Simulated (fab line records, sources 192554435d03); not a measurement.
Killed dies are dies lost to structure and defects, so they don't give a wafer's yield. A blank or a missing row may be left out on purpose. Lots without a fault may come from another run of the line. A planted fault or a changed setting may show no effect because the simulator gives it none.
fab line records | flow n5_finfet
record lots=7 wafers=21
route steps=1938 shown PASSIVATION@1930
start_h: hours from the record's first day to the start of the lot's first wafer shown | wait_h: hours since the lot's step before | " the same as in the row above | L1.1+2: a row that stands for several wafers | - no value, or no start given | * or withheld: withheld | < > ~ a bound
route shown NAME@n: a module of which the file shows steps, and the number in the route of the first | usual: mean/standard deviation of fault-free wafers | same: alike in all rows | chamber/n: place in a boat | sites: the reading at each site | _std_site: their standard deviation | _edge_site: outer sites' mean less inner sites' | radius_mm: how far each site lies from the wafer's centre | mask NAME#n: copy n | behind: the tool/chamber that last shaped the wafer | hold: why the lot was held/for how many hours/how that ended | device: the transistor (n, p or np) that didn't switch | end of line: the same wafers' tests at the end of the route | a step without rows: its recipe alone | killed: dies lost to structure and defects at the first sort, not the wafer's yield | map: a wafer's dies, x killed, . not, _ none there
set.NAME: the setting as run; set.NAME@STEP: as run at that earlier step | model.NAME: the simulator's own value behind a step, which no gauge read
lots whose settings were changed on purpose; a table a step, a row a wafer
## steps
# step N5_PASSIVATION_ETCH_54
# recipe chemistry=CHF3/O2 target=SiO2 target_depth_a=8800 CHF3_flow_sccm=50 O2_flow_sccm=5 Ar_flow_sccm=200 time_s=440 mask_material=PR pressure_mtorr=30 source_w=650 bias_w=170 ion_energy_ev=200
# columns lot.wafer tool chamber start_h wait_h set.time_s model.PASSIVATION.feature_depth_nm model.etch.depth_nm
L074.2 rie_diel-02 1 262.32 0.1 440 883.4 883.5
L074.3 " 2 " " 440 889.6 889.5
L074.5 " 1 " " 472.5 956 956
L076.1 rie_diel-06 0 280.50 0.1 403.3 806.4 806.4
L076.4 " 2 " " 440 882 882
L076.6 " 1 " " 403.3 803.6 803.6
L077.1 rie_diel-05 1 280.85 0.1 440 904.6 904.6
L077.4 " 3 " " 440 881.8 881.7
L077.6 " 1 " " 440 907.8 907.8
L081.3 rie_diel-05 1 296.74 0.1 440 892 892.1
L081.4 " 2 " " 440 886 886
L081.5 " 0 " " 341.4 684.8 684.8
L092.1 rie_diel-02 3 392.73 0.1 440 873.4 873.4
L092.4 " 1 " " 440 871.6 871.6
L092.6 " 2 " " 440 866 866.1
L094.2 rie_diel-05 0 394.37 0.1 440 885 884.9
L094.5 " 2 " " 440 895 895
L094.6 " 3 " " 496.3 1001 1001
L097.1 rie_diel-05 0 405.95 0.1 440 876 875.9
L097.3 " 3 " " 440 871.8 871.9
L097.5 " 0 " " 440 875.2 875.2
## key
split step=N5_PASSIVATION_ETCH_54 setting=time_s stated=440 by=wafer
response step=N5_PASSIVATION_ETCH_54 reading=model.PASSIVATION.feature_depth_nm change=+9.06 per=1% r=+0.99
response step=N5_PASSIVATION_ETCH_54 reading=model.etch.depth_nm change=+9.06 per=1% r=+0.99
